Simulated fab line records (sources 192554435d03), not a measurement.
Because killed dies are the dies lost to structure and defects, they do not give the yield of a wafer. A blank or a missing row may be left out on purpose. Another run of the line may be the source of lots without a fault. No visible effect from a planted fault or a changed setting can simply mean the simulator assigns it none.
A lot that was struck, set against a sound lot -- flow n5-finfet -- 35 out of 1938 route steps
Sound: these wafers, L819.1, L819.4, L819.6. Wafers L823.1, L823.3, L823.5 were the ones struck. At the end, the cause is stated.
At each step with rows: each side's tool, then ch and its chambers, then its first start. Under that, the readings that differ: sound wafers -- struck wafers -- difference of the means -- sigmas: that difference in standard deviations of wafers without a fault.
alike: a reading whose means differ by less than 2 such deviations, as well as words and numbers matching on both sides. not compared: withheld readings; readings where some wafer has no value; bounds like >300 that might hide an equal value; numbers whose values overlap and for which the record gives no deviation.
Wherever a step has rows on one side only, a row that says differs or no value, or a row with sigmas, the two part there. Numbers that have no deviation but don't overlap get no sigmas and don't part them. A reading that every wafer of one side lacks parts them only if that side has two wafers or more.

first, 9 steps without rows for these wafers: N5_BEOL_M0_ANNEAL_135 (time 60 s); N5_BEOL_M0_SPUTTER_141 (material Cu, target thk 4 nm, time 7.37 s); N5_BEOL_M0_ECD_118 (material Cu, target thk 300 nm); N5_BEOL_M0_ANNEAL_119 (time 90 s); N5_BEOL_M0_CMP_120 (polishes, stops on SiOC, t overpolish 6.9 s); N5_BEOL_M0_PRE_CLEAN_131 (time 15 s); N5_BEOL_M0_CO_CAP_123 (material Co, precursor CCTBA/H2, target thk 2 nm, time 102.1 s); N5_BEOL_M0_PRE_CLEAN_124 (time 15 s); N5_BEOL_M0_DEP_125 (deposits SiCN from 3MS/NH3, target thk 8 nm, time 14 s).
N5_BEOL_M1_ILD_DEP_00: deposits SiOC from DEMS/O2, target thk 79 nm, time 15.3 s.
  sound on pecvd-01 ch 0,1, day 7 11:34; struck on pecvd-01 ch 0,1, day 8 05:56
  alike: chamber-pressure-Torr, heater-power-w, showerhead-plenum-p-Torr, throttle-valve-pct
  not compared: since-wet-clean-h
then, 24 steps without rows for these wafers: N5_BEOL_M1_PECVD_72 (deposits SiO2 from TEOS/O2, target thk 16 nm, time 18 s); N5_BEOL_M1_HM_DEP_02 (deposits TiN, target thk 20 nm); N5_BEOL_M1_COAT_61 (time 60 s, resist thk 60 nm); N5_BEOL_M1_COAT_62 (time 60 s, resist thk 12 nm); N5_BEOL_M1_COAT_73 (time 60 s, resist thk 5 nm); N5_BEOL_M1_COAT_05 (resist thk 30 nm); N5_BEOL_M1_EBR_07; N5_BEOL_M1_SOFTBAKE_06 (time 60 s); N5_BEOL_M1_EXPOSE_08 (exposes mask M1); N5_BEOL_M1_PEB_09 (peb time 60 s); N5_BEOL_M1_DEVELOP_10 (develop time 30 s); N5_BEOL_M1_DESCUM_16 (chemistry O2, time 7 s); N5_BEOL_M1_ETCH_74 (etches underlayer in N2/H2, target depth 6.5 nm, time 5.2 s); N5_BEOL_M1_ETCH_63 (etches SiARC in CF4, target depth 15.6 nm, time 26 s); N5_BEOL_M1_ETCH_64 (etches SOC in N2/H2, target depth 75 nm, overetch 15 nm, time 112.5 s); N5_BEOL_M1_STRIP_65 (strips in N2/H2); N5_BEOL_M1_STRIP_75 (strips in N2/H2); N5_BEOL_M1_STRIP_66 (strips in CF4); N5_BEOL_M1_HM_OPEN_17 (chemistry Cl2/BCl3, target TiN, target depth 20 nm, overetch 6 nm); N5_BEOL_M1_STRIP_19 (strips in O2); N5_BEOL_M1_COAT_67 (time 60 s, resist thk 60 nm); N5_BEOL_M1_COAT_68 (time 60 s, resist thk 12 nm); N5_BEOL_M1_COAT_76 (time 60 s, resist thk 5 nm); N5_BEOL_M1_COAT_22 (resist thk 30 nm).
-- the record jumps here: 7 days lie between the struck wafers' starts before and after (it left off in module BEOL_M1 and takes up again in module PASSIVATION, whose first step shown is number 1936 of the route) --
N5_PASSIVATION_PROBE_49:
  sound on prober-01, day 14 18:54; struck on prober-01, day 14 20:20
reading,sound,struck,difference,sigmas
defect-limited-yield (%),89.3 91.8 90.5,82.3 82.5 85.3,-7.2,-5
killed_at_M0_to_M3,40 34 38,126 125 134,+91,+8
killed-at-contacts,21 22 20,8 12 5,-13,-2
killed-dies,126 97 112,209 207 174,+85,+5
sort_bin_5_function (%),5.8 5.3 5.3,11.3 10.8 10.5,+5.4,+5
sort-n-pass,1054 1083 1068,971 973 1006,-85,-5
sort-yield-pct (%),89.3 91.8 90.5,82.3 82.5 85.3,-7.2,-5
  alike: killed_at_M4_up, killed-at-front-end, killed-at-other, killed-open, killed-short, sort_bin_6_memory

## WHERE THEY PART
Only at N5_PASSIVATION_PROBE_49, as far as this record shows.

WHY: what the simulator had put in
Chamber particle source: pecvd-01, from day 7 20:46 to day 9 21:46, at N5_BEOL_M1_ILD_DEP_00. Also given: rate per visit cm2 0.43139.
